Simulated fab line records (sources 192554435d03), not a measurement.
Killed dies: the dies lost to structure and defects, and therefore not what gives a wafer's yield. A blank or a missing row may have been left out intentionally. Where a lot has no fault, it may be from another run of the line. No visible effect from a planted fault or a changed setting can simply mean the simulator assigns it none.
fab line records	flow n5_finfet
record: lots: 9	wafers: 27	last_day: 17
route steps=1938 shown BEOL_M6@1198 PASSIVATION@1936
lots with no fault: from the same line, run without faults
start_h: hours from the record's first day to the start of the lot's first wafer shown	wait_h: hours from the lot's prior step to this one	" repeats the value in the row above	L1.1+2: several wafers, shown together as one row	- either no value or no given start	* or withheld: withheld	< > ~ a bound
route shown NAME@n: names a module that has steps shown in the file, with the first one's number in the route	usual: the fault-free wafers' mean and standard deviation	same: alike in all rows	chamber/n: place in a boat	sites: readings site by site	_std_site: standard deviation across them	_edge_site: inner sites' mean taken away from outer sites' mean	radius_mm: for every site, how far away it sits from the centre of the wafer	mask NAME#n: copy n	behind: the tool/chamber that last shaped the wafer	hold: why the lot went on hold/how many hours it stayed there/how the hold came to an end	device: which transistor (n, p or np) failed to switch	end of line: tests run on the same wafers once the route is complete	a step without rows: its recipe alone	killed: at the first sort, the dies lost to defects and structure; wafer yield is something else	map: a wafer's dies, x killed, . not, _ none there
set.NAME: the setting that was run; set.NAME@STEP: the one run at that earlier step	model.NAME: the simulator's own value behind a step, which no gauge read
route steps across a sampled set of lots; one table per step, one row per wafer
services: the hour from which a tool's chamber was out of use, counted from the record's first day as start_h (under 0 if before that day), plus the number of hours and why
== steps ==
step: N5_BEOL_M6_HM_DEP_02
recipe: material: TiN	target_thk_a: 200	temp_c: 25	chamber_pressure_pa: 0.49996
usual: substrate_temp_c: 24.99/0.11	throttle_valve_pct: 30.0/1.1
lot.wafer	tool	chamber	start_h	wait_h	substrate_temp_c	throttle_valve_pct
L321.1	pvd_sputter-03	-	193.30	2.8	24.87	29.9
L321.2	"	-	"	"	24.88	29.8
L321.3	"	-	"	"	25.07	31.8
L323.1	pvd_sputter-01	-	204.58	0.1	25.13	30.1
L323.5	"	-	"	"	25.03	30.3
L323.6	"	-	"	"	25.07	30.2
L324.2	pvd_sputter-02	-	222.02	3.8	25.03	28.6
L324.3	"	-	"	"	25.00	31.2
L324.5	"	-	"	"	24.95	30.7
L326.1	pvd_sputter-02	-	225.62	2.1	24.87	28.7
L326.3	"	-	"	"	24.85	30.6
L326.6	"	-	"	"	24.98	28.8
L335.1	pvd_sputter-02	-	270.85	0.0	25.09	30.9
L335.4	"	-	"	"	24.96	28.7
L335.6	"	-	"	"	24.80	28.9
L337.1	pvd_sputter-03	-	298.18	2.7	24.98	29.6
L337.2	"	-	"	"	25.25	31.9
L337.4	"	-	"	"	24.98	29.9
L338.1	pvd_sputter-02	-	302.48	1.4	25.07	28.7
L338.4	"	-	"	"	24.85	28.9
L338.5	"	-	"	"	24.98	28.9
L341.1	pvd_sputter-02	-	309.66	0.6	25.07	30.9
L341.5	"	-	"	"	25.10	28.7
L341.6	"	-	"	"	24.79	30.7
L342.1	pvd_sputter-02	-	314.14	0.3	25.19	28.8
L342.2	"	-	"	"	24.92	28.8
L342.6	"	-	"	"	25.06	30.7
step: N5_BEOL_M6_STRIP_19
recipe: chemistry: O2	power_w: 400	temp_c: 40	pressure_mtorr: 30	rf_frequency_hz: 6e+07	bias_power_w: 0	overash_fraction: 0.2	o2_flow_sccm: 225
usual: chamber_pressure_mTorr: 30.00/0.031	drypump_motor_current_A: 5.8/0.43	oes_product_au: 0.81/0.09	rf_vpp_V: 3.7/0.61	showerhead_plenum_p_Torr: 2.11/0.077	throttle_valve_pct: 16.64/0.26
lot.wafer	tool	chamber	start_h	wait_h	chamber_pressure_mTorr	drypump_motor_current_A	oes_product_au	rf_hours_counter_h	rf_vpp_V	showerhead_plenum_p_Torr	throttle_valve_pct
L321.1	rie_diel-03	1	194.25	0.2	30.02	5.1	0.70	227	2.7	2.09	16.82
L321.2	"	0	"	"	29.98	5.8	0.87	45	3.5	2.04	16.59
L321.3	"	2	"	"	30.00	6.6	0.86	56	4.0	2.05	16.45
L323.1	rie_diel-04	1	205.65	0.2	30.00	6.4	0.88	44	3.4	2.23	16.83
L323.5	"	3	"	"	29.98	5.9	0.69	-	4.5	2.16	17.07
L323.6	"	1	"	"	29.99	6.4	0.87	-	3.9	2.23	16.82
L324.2	rie_diel-05	3	222.87	0.1	30.02	5.6	0.69	213	2.9	2.16	16.85
L324.3	"	2	"	"	30.01	5.2	0.77	127	4.2	2.02	16.38
L324.5	"	3	"	"	30.03	5.6	0.69	-	3.9	2.16	16.86
L326.1	rie_diel-05	1	227.50	0.1	30.00	5.8	0.89	37	3.0	2.05	16.66
L326.3	"	2	"	"	29.96	5.2	0.77	128	3.4	2.02	16.38
L326.6	"	2	"	"	30.01	5.2	0.76	-	3.2	2.02	16.37
L335.1	rie_diel-03	3	271.83	0.1	29.99	6.3	0.67	257	3.9	2.06	16.86
L335.4	"	0	"	"	29.99	5.8	0.83	-	3.8	2.03	16.62
L335.6	"	2	"	"	29.98	6.6	0.82	-	4.1	2.04	16.53
L337.1	rie_diel-04	0	299.16	0.1	29.99	5.7	0.88	52	3.1	2.04	16.73
L337.2	"	1	"	"	30.01	6.4	0.82	80	3.2	2.22	16.90
L337.4	"	2	"	"	29.98	5.9	0.90	-	5.2	2.25	16.36
L338.1	rie_diel-05	3	303.46	0.1	30.00	5.6	0.67	245	2.9	2.15	16.94
L338.4	"	3	"	"	29.99	5.6	0.67	-	3.7	2.15	16.92
L338.5	"	1	"	"	30.02	5.8	0.85	-	3.6	2.05	16.68
L341.1	rie_diel-05	0	310.64	0.1	29.98	5.4	0.79	96	3.5	2.09	16.11
L341.5	"	0	"	"	30.05	5.4	0.78	-	3.2	2.09	16.11
L341.6	"	1	"	"	30.09	5.8	0.84	-	2.7	2.04	16.69
L342.1	rie_diel-04	3	315.11	0.1	29.97	5.9	0.95	13	4.1	2.15	16.62
L342.2	"	0	"	"	30.01	5.7	0.87	58	4.9	2.03	16.72
L342.6	"	0	"	"	29.99	5.7	0.87	-	3.0	2.03	16.74
step: N5_BEOL_M6_INSPECT_30
recipe: mode: adi	inspect_instrument: brightfield
usual: raw_defect_count: 421/93
lot.wafer	tool	chamber	start_h	wait_h	raw_defect_count
L321.1	defect_inspect-01	-	194.71	0.1	468
L321.2	"	-	"	"	492
L321.3	"	-	"	"	460
L323.1	defect_inspect-02	-	206.37	0.1	355
L323.5	"	-	"	"	431
L323.6	"	-	"	"	493
L324.2	defect_inspect-02	-	225.36	0.0	390
L324.3	"	-	"	"	506
L324.5	"	-	"	"	369
L326.1	defect_inspect-02	-	229.70	0.1	1234
L326.3	"	-	"	"	293
L326.6	"	-	"	"	285
L335.1	defect_inspect-01	-	272.86	0.1	418
L335.4	"	-	"	"	419
L335.6	"	-	"	"	422
L337.1	defect_inspect-02	-	299.93	0.1	294
L337.2	"	-	"	"	420
L337.4	"	-	"	"	299
L338.1	defect_inspect-02	-	304.51	0.1	287
L338.4	"	-	"	"	363
L338.5	"	-	"	"	267
L341.1	defect_inspect-01	-	311.14	0.1	368
L341.5	"	-	"	"	346
L341.6	"	-	"	"	268
L342.1	defect_inspect-01	-	315.79	0.1	509
L342.2	"	-	"	"	503
L342.6	"	-	"	"	351
step: N5_BEOL_M6_VIA_ETCH_34
recipe: chemistry: C4F6/O2	target: SiCOH_lowk	target_depth_a: 1263	mask_material: SOC	taper_deg: 4	time_s: 50.9	ion_energy_ev: 250	pressure_mtorr: 30	source_w: 345	bias_w: 185	Ar_flow_sccm: 300	C4F6_flow_sccm: 10	O2_flow_sccm: 10
usual: chamber_pressure_mTorr: 30.005/0.027	drypump_motor_current_A: 5.9/0.43	oes_ar_750_au: 0.82/0.081	oes_product_au: 0.82/0.086	rf_vpp_V: 669/15	showerhead_plenum_p_Torr: 2.86/0.093	throttle_valve_pct: 20.88/0.2
lot.wafer	tool	chamber	start_h	wait_h	chamber_pressure_mTorr	drypump_motor_current_A	oes_ar_750_au	oes_product_au	rf_hours_counter_h	rf_vpp_V	showerhead_plenum_p_Torr	throttle_valve_pct
L321.1	rie_diel-04	1	195.02	0.0	30.018	6.4	0.88	0.89	37	679	3.00	20.95
L321.2	"	3	"	"	30.011	6.0	0.69	0.70	229	661	2.93	21.28
L321.3	"	3	"	"	29.994	5.9	0.69	0.70	-	661	2.93	21.27
L323.1	rie_diel-05	2	206.87	0.0	29.944	5.2	0.78	0.76	122	662	2.75	20.54
L323.5	"	1	"	"	30.000	5.8	0.88	0.87	-	653	2.79	20.86
L323.6	"	0	"	"	30.008	5.5	0.85	0.85	-	682	2.92	20.56
L324.2	rie_diel-03	3	226.29	0.0	29.999	6.3	0.70	0.69	237	631	2.80	21.03
L324.3	"	2	"	"	30.007	6.6	0.80	0.83	68	680	2.79	20.79
L324.5	"	3	"	"	30.009	6.3	0.70	0.69	-	630	2.80	21.02
L326.1	rie_diel-03	0	230.30	0.0	30.018	5.8	0.83	0.85	57	664	2.79	20.98
L326.3	"	2	"	"	30.040	6.6	0.79	0.83	70	683	2.78	20.78
L326.6	"	2	"	"	29.999	6.6	0.81	0.82	-	680	2.79	20.78
L335.1	rie_diel-05	0	273.08	0.0	30.002	5.5	0.83	0.82	80	681	2.91	20.57
L335.4	"	3	"	"	29.988	5.6	0.70	0.70	-	689	2.90	20.96
L335.6	"	2	"	"	30.001	5.2	0.76	0.74	-	661	2.74	20.55
L337.1	rie_diel-04	0	300.14	0.0	30.019	5.7	0.86	0.88	52	675	2.78	21.05
L337.2	"	3	"	"	29.993	6.0	0.94	0.97	8	661	2.91	20.91
L337.4	"	2	"	"	29.981	5.9	0.90	0.91	36	672	3.03	20.54
L338.1	rie_diel-03	0	304.73	0.0	30.020	5.8	0.80	0.81	80	664	2.78	21.03
L338.4	"	2	"	"	30.016	6.6	0.77	0.79	-	680	2.77	20.81
L338.5	"	1	"	"	29.974	5.1	0.94	0.95	-	673	2.80	20.68
L341.1	rie_diel-04	2	311.36	0.0	30.018	5.9	0.89	0.89	40	673	3.03	20.54
L341.5	"	3	"	"	29.967	6.0	0.92	0.93	-	659	2.91	20.92
L341.6	"	2	"	"	30.023	5.9	0.89	0.89	-	673	3.03	20.51
L342.1	rie_diel-04	0	316.01	0.0	30.015	5.7	0.85	0.86	58	676	2.78	21.07
L342.2	"	2	"	"	29.991	5.9	0.89	0.90	42	672	3.03	20.54
L342.6	"	1	"	"	29.957	6.4	0.82	0.81	-	677	2.97	21.02
step: N5_BEOL_M6_TRENCH_ETCH_37
recipe: chemistry: C4F6/O2	target_depth_a: 944.35	target: SiCOH_lowk	time_s: 31.5	ion_energy_ev: 250	pressure_mtorr: 30	source_w: 345	bias_w: 185	Ar_flow_sccm: 300	C4F6_flow_sccm: 10	O2_flow_sccm: 10
usual: chamber_pressure_mTorr: 29.998/0.026	drypump_motor_current_A: 5.9/0.43	oes_ar_750_au: 0.82/0.081	oes_product_au: 0.82/0.084	rf_vpp_V: 669/15	showerhead_plenum_p_Torr: 2.86/0.093	throttle_valve_pct: 20.91/0.2
lot.wafer	tool	chamber	start_h	wait_h	chamber_pressure_mTorr	drypump_motor_current_A	oes_ar_750_au	oes_product_au	rf_hours_counter_h	rf_vpp_V	showerhead_plenum_p_Torr	throttle_valve_pct
L321.1	rie_diel-04	1	-	-	30.011	6.4	0.88	0.88	37	678	3.00	20.99
L321.2	"	3	"	"	29.998	5.9	0.69	0.69	229	661	2.93	21.31
L321.3	"	3	"	"	29.956	5.9	0.69	0.69	-	660	2.93	21.30
L323.1	rie_diel-05	2	-	-	30.022	5.2	0.78	0.77	122	659	2.75	20.57
L323.5	"	1	"	"	30.025	5.8	0.89	0.87	-	654	2.79	20.88
L323.6	"	0	"	"	29.990	5.5	0.85	0.85	-	681	2.92	20.59
L324.2	rie_diel-03	3	-	-	30.003	6.3	0.70	0.69	237	633	2.80	21.06
L324.3	"	2	"	"	29.981	6.6	0.80	0.83	68	682	2.79	20.80
L324.5	"	3	"	"	29.972	6.3	0.69	0.69	-	630	2.80	21.04
L326.1	rie_diel-03	0	-	-	29.982	5.8	0.84	0.85	57	664	2.79	21.00
L326.3	"	2	"	"	30.001	6.6	0.80	0.83	70	682	2.78	20.80
L326.6	"	2	"	"	29.951	6.6	0.80	0.83	-	680	2.78	20.82
L335.1	rie_diel-05	0	-	-	30.006	5.5	0.83	0.82	80	681	2.91	20.61
L335.4	"	3	"	"	29.993	5.7	0.71	0.70	-	688	2.90	20.96
L335.6	"	2	"	"	29.984	5.2	0.76	0.74	-	659	2.74	20.61
L337.1	rie_diel-04	0	-	-	29.978	5.7	0.87	0.87	52	676	2.78	21.08
L337.2	"	3	"	"	30.014	5.9	0.94	0.95	8	660	2.91	20.94
L337.4	"	2	"	"	29.969	5.9	0.90	0.91	36	672	3.03	20.56
L338.1	rie_diel-03	0	-	-	29.982	5.8	0.80	0.82	80	665	2.78	21.05
L338.4	"	2	"	"	30.021	6.6	0.77	0.80	-	681	2.77	20.86
L338.5	"	1	"	"	30.044	5.1	0.95	0.94	-	673	2.80	20.68
L341.1	rie_diel-04	2	-	-	29.993	5.9	0.89	0.90	40	671	3.03	20.57
L341.5	"	3	"	"	30.006	6.0	0.93	0.94	-	659	2.91	20.94
L341.6	"	2	"	"	29.925	5.9	0.90	0.90	-	674	3.03	20.57
L342.1	rie_diel-04	0	-	-	29.965	5.7	0.86	0.87	58	676	2.77	21.09
L342.2	"	2	"	"	29.973	5.9	0.90	0.90	42	672	3.03	20.58
L342.6	"	1	"	"	30.035	6.4	0.81	0.81	-	678	2.97	21.05
step: N5_PASSIVATION_PROBE_49
usual: defect_limited_yield: 91.4/1.6	killed_at_M0_to_M3: 34/10	killed_at_M4_up: 12/4.8	killed_at_contacts: 11/6.2	killed_at_front_end: 39/13	killed_at_other: 4/3.1	killed_dies: 101/19	killed_on_rim: 13/4.1	killed_open: 67/14	killed_short: 32/8.3	sort_bin_5_function: 5.0/1	sort_bin_6_memory: 3.2/0.76	sort_bin_8_speed: 0.00/0.026	sort_n_pass: 1079/19	sort_yield_pct: 91.4/1.6
same: gross_dies: 1180	killed_at_back_side: 0	sort_bin_4_leakage[%]: 0
lot.wafer	tool	chamber	start_h	wait_h	defect_limited_yield[%]	killed_at_M0_to_M3	killed_at_M4_up	killed_at_contacts	killed_at_front_end	killed_at_other	killed_dies	killed_on_rim	killed_open	killed_short	sort_bin_5_function[%]	sort_bin_6_memory[%]	sort_bin_8_speed[%]	sort_n_pass	sort_yield_pct[%]
L324.2	prober-01	-	297.36	0.1	90.2	51	10	10	43	2	116	20	80	34	5.6	4.1	0	1064	90.2
L324.3	prober-01	-	297.41	0.1	92.5	39	15	6	27	2	89	10	62	27	4.4	3.0	0	1091	92.5
L324.5	prober-01	-	297.51	0.2	92.4	40	12	6	28	4	90	10	51	35	5.1	2.1	0	1090	92.4
L326.1	prober-01	-	311.26	0.0	84.2	42	91	10	34	9	186	33	61	42	9.7	3.7	0	994	84.2
L326.3	prober-01	-	311.36	0.1	91.6	42	7	5	39	6	99	16	45	51	4.6	2.9	0	1081	91.6
L326.6	prober-01	-	311.51	0.3	90.3	48	18	6	36	6	114	12	68	44	6.0	3.1	0	1066	90.3
L335.1	prober-02	-	352.34	0.0	91.8	24	12	22	36	3	97	17	67	28	5.3	2.8	0	1083	91.8
L335.4	prober-02	-	352.49	0.2	93.1	20	8	7	43	4	82	14	48	28	4.1	2.2	0	1098	93.1
L335.6	prober-02	-	352.59	0.3	92.7	36	17	15	15	3	86	11	56	30	4.0	3.1	0	1094	92.7
L338.1	prober-02	-	387.82	0.0	90.3	40	17	18	34	6	115	12	82	27	6.2	3.1	0	1065	90.3
L338.4	prober-02	-	387.97	0.2	91.9	37	11	14	30	3	95	15	64	29	4.8	2.7	0	1085	91.9
L338.5	prober-02	-	388.02	0.2	88.9	41	19	31	33	7	131	20	84	43	5.6	5.0	0	1049	88.9
L341.1	prober-02	-	398.46	0.0	94.0	32	12	4	22	1	71	7	49	21	3.1	3.0	0	1109	94.0
L341.5	prober-02	-	398.66	0.2	93.1	26	13	16	26	1	82	9	46	35	4.4	2.5	0	1098	93.1
L341.6	prober-02	-	398.71	0.3	93.4	26	6	7	31	8	78	10	50	28	4.1	2.4	0	1102	93.4
L342.1	prober-01	-	402.43	0.0	93.2	32	10	6	26	6	80	7	55	24	4.2	2.5	0	1100	93.2
L342.2	prober-01	-	402.48	0.1	92.3	46	10	3	30	2	91	8	64	26	4.7	2.6	0	1089	92.3
L342.6	prober-01	-	402.68	0.3	93.8	38	6	4	24	1	73	8	41	31	3.5	2.5	0	1107	93.8
killed by level:class
L324.2 FIN_SAQP:geometric_particle:open=9 STI_FIN_REVEAL:geometric_particle:open=9 BEOL_M0_SAQP:geometric_particle:open=9 BEOL_M2:geometric_particle:open=9 MOL_CONTACT_COAG:geometric_particle:open=8 BEOL_M1:geometric_particle:open=8 BEOL_M3:geometric_particle:open=8 BEOL_M0_SAQP:geometric_particle:short=7
L324.3 BEOL_M3:geometric_particle:open=17 BEOL_M4:geometric_particle:open=8 FIN_SAQP:geometric_particle:short=7 BEOL_M2:geometric_particle:open=6 FIN_SAQP:geometric_particle:open=5 MOL_CONTACT_COAG:geometric_particle:open=5 BEOL_M0_SAQP:geometric_particle:open=5 BEOL_M1:geometric_particle:open=5
L324.5 BEOL_M3:geometric_particle:open=11 FIN_SAQP:geometric_particle:short=8 BEOL_M0_SAQP:geometric_particle:open=8 BEOL_M1:geometric_particle:open=6 BEOL_M3:geometric_particle:short=5 BEOL_M0_SAQP:geometric_particle:short=4 DUMMY_GATE:geometric_particle:open=3 GATE_CUT:geometric_particle:short=3
L326.1 BEOL_M6:unspecified=83 STI_FIN_REVEAL:geometric_particle:open=14 BEOL_M0_SAQP:geometric_particle:short=12 BEOL_M0_SAQP:geometric_particle:open=12 FIN_SAQP:geometric_particle:short=10 MOL_CONTACT_COAG:geometric_particle:open=7 FIN_SAQP:geometric_particle:open=5 BEOL_M0:geometric_particle:open=4
L326.3 BEOL_M0_SAQP:geometric_particle:short=17 FIN_SAQP:geometric_particle:short=11 BEOL_M0_SAQP:geometric_particle:open=10 STI_FIN_REVEAL:geometric_particle:open=7 MOL_CONTACT_COAG:geometric_particle:open=4 STARTING-WAFER:geometric_particle:short=4 BEOL_M2:geometric_particle:open=3 DUMMY_GATE:geometric_particle:short=3
L326.6 BEOL_M0_SAQP:geometric_particle:open=18 BEOL_M0_SAQP:geometric_particle:short=16 GATE_CUT:geometric_particle:short=8 FIN_SAQP:geometric_particle:open=6 BEOL_M4:geometric_particle:open=6 MOL_CONTACT_COAG:geometric_particle:open=5 FIN_SAQP:geometric_particle:short=4 GATE_CUT:geometric_particle:open=4
L335.1 MOL_CONTACT_COAG:geometric_particle:open=21 FIN_SAQP:geometric_particle:open=7 GATE_CUT:geometric_particle:short=6 FIN_SAQP:geometric_particle:short=4 DUMMY_GATE:geometric_particle:open=4 BEOL_M0_SAQP:geometric_particle:open=4 BEOL_M2:geometric_particle:open=4 BEOL_M3:geometric_particle:open=4
L335.4 STI_FIN_REVEAL:geometric_particle:open=8 MOL_CONTACT_COAG:geometric_particle:open=6 BEOL_M3:geometric_particle:open=6 BEOL_M2:geometric_particle:open=5 HKMG_FIN:area_etch=5 FIN_SAQP:geometric_particle:short=4 FIN_SAQP:geometric_particle:open=4 STI_FIN_REVEAL:geometric_particle:short=4
L335.6 MOL_CONTACT_COAG:geometric_particle:open=10 BEOL_M2:geometric_particle:open=10 BEOL_M1:geometric_particle:open=6 MOL_CONTACT_COAG:geometric_particle:short=5 BEOL_M0_SAQP:geometric_particle:short=5 BEOL_M1:geometric_particle:short=5 BEOL_M4:geometric_particle:open=4 BEOL_M0_SAQP:geometric_particle:open=3
L338.1 MOL_CONTACT_COAG:geometric_particle:open=15 BEOL_M0_SAQP:geometric_particle:open=11 FIN_SAQP:geometric_particle:open=9 BEOL_M2:geometric_particle:open=9 BEOL_M1:geometric_particle:open=8 BEOL_M4:geometric_particle:open=8 STI_FIN_REVEAL:geometric_particle:open=7 BEOL_M0_SAQP:geometric_particle:short=7
L338.4 MOL_CONTACT_COAG:geometric_particle:open=11 BEOL_M2:geometric_particle:open=11 FIN_SAQP:geometric_particle:open=10 BEOL_M0_SAQP:geometric_particle:short=8 BEOL_M0_SAQP:geometric_particle:open=7 BEOL_M2:geometric_particle:short=6 DUMMY_GATE:geometric_particle:open=5 GATE_CUT:geometric_particle:short=4
L338.5 MOL_CONTACT_COAG:geometric_particle:open=24 BEOL_M0_SAQP:geometric_particle:short=10 BEOL_M2:geometric_particle:open=9 BEOL_M4:geometric_particle:open=8 FIN_SAQP:geometric_particle:open=7 MOL_CONTACT_COAG:geometric_particle:short=7 BEOL_M0_SAQP:geometric_particle:open=7 FIN_SAQP:geometric_particle:short=5
L341.1 BEOL_M2:geometric_particle:open=9 BEOL_M4:geometric_particle:open=7 BEOL_M1:geometric_particle:open=7 BEOL_M3:geometric_particle:open=7 STI_FIN_REVEAL:geometric_particle:open=4 FIN_SAQP:geometric_particle:short=3 MOL_CONTACT_COAG:geometric_particle:open=3 BEOL_M0_SAQP:geometric_particle:open=3
L341.5 MOL_CONTACT_COAG:geometric_particle:open=9 MOL_CONTACT_COAG:geometric_particle:short=7 FIN_SAQP:geometric_particle:open=6 BEOL_M0_SAQP:geometric_particle:open=6 BEOL_M1:geometric_particle:short=5 BEOL_M4:geometric_particle:open=5 DUMMY_GATE:geometric_particle:short=4 BEOL_M0_SAQP:geometric_particle:short=4
L341.6 FIN_SAQP:geometric_particle:open=7 MOL_CONTACT_COAG:geometric_particle:open=7 BEOL_M1:geometric_particle:open=7 BEOL_M0:geometric_particle:open=6 FIN_SAQP:geometric_particle:short=5 PASS1_CAP:geometric_particle:short=4 FIN_CUT:geometric_particle:open=3 BEOL_M0_SAQP:geometric_particle:open=3
L342.1 BEOL_M1:geometric_particle:open=11 BEOL_M0_SAQP:geometric_particle:open=7 BEOL_M3:geometric_particle:open=7 BEOL_M5:geometric_particle:open=6 STI_FIN_REVEAL:geometric_particle:open=5 MOL_CONTACT_COAG:geometric_particle:open=5 BEOL_M0_SAQP:geometric_particle:short=5 FIN_CUT:geometric_particle:short=4
L342.2 BEOL_M1:geometric_particle:open=14 STI_FIN_REVEAL:geometric_particle:open=13 BEOL_M0_SAQP:geometric_particle:open=9 FIN_SAQP:geometric_particle:open=8 BEOL_M0_SAQP:geometric_particle:short=8 BEOL_M1:geometric_particle:short=5 FIN_SAQP:geometric_particle:short=4 BEOL_M5:geometric_particle:open=4
L342.6 BEOL_M3:geometric_particle:open=10 BEOL_M3:geometric_particle:short=9 BEOL_M1:geometric_particle:open=7 FIN_SAQP:geometric_particle:short=6 BEOL_M0_SAQP:geometric_particle:open=5 FIN_SAQP:geometric_particle:open=4 STI_FIN_REVEAL:geometric_particle:open=3 MOL_CONTACT_COAG:geometric_particle:open=3
== services ==
tool	chamber	start_h	hours	kind
rie_diel-04	3	172.52	3.1	repair
rie_diel-04	2	184.78	-	clean
rie_diel-04	2	184.78	-	consumable_replace:focus_ring
rie_diel-04	2	184.78	-	consumable_replace:showerhead
rie_diel-04	2	184.78	21.2	scheduled_down
rie_diel-04	2	184.78	21.2	vent_cycle
rie_diel-04	3	246.40	-	clean
rie_diel-04	3	246.40	-	consumable_replace:focus_ring
rie_diel-04	3	246.40	26.4	scheduled_down
rie_diel-04	3	246.40	26.4	vent_cycle
rie_diel-03	1	260.72	-	clean
rie_diel-03	1	260.72	-	consumable_replace:focus_ring
rie_diel-03	1	260.72	19.1	scheduled_down
rie_diel-03	1	260.72	19.1	vent_cycle
rie_diel-05	1	269.99	15.2	repair
rie_diel-03	3	293.99	9.0	repair
rie_diel-04	3	294.36	5.3	repair
rie_diel-05	-	294.65	0.6	repair
rie_diel-05	2	295.50	9.8	repair
== key ==
first_sign: step: N5_BEOL_M6_INSPECT_30	reading: raw_defect_count	direction: up	sigmas: 8.7	usual: 421	struck: 1234
effect: step: N5_PASSIVATION_PROBE_49	reading: killed_at_M4_up	direction: up	sigmas: 16	usual: 12	struck: 91
more_kills_born_at: N5_BEOL_M6_STRIP_19@rie_diel-05: 83
met_at N5_BEOL_M6_STRIP_19
struck_lots L326
struck_wafers L326.1
not_acting_at N5_BEOL_M6_HM_DEP_02,N5_BEOL_M6_VIA_ETCH_34,N5_BEOL_M6_TRENCH_ETCH_37
fault: kind: chamber_particle_source	tool: rie_diel-05	chamber: 1	onset_h: 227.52	steps: N5_BEOL_M6_STRIP_19	rate_per_visit_cm2: 1.423	end_h: 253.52
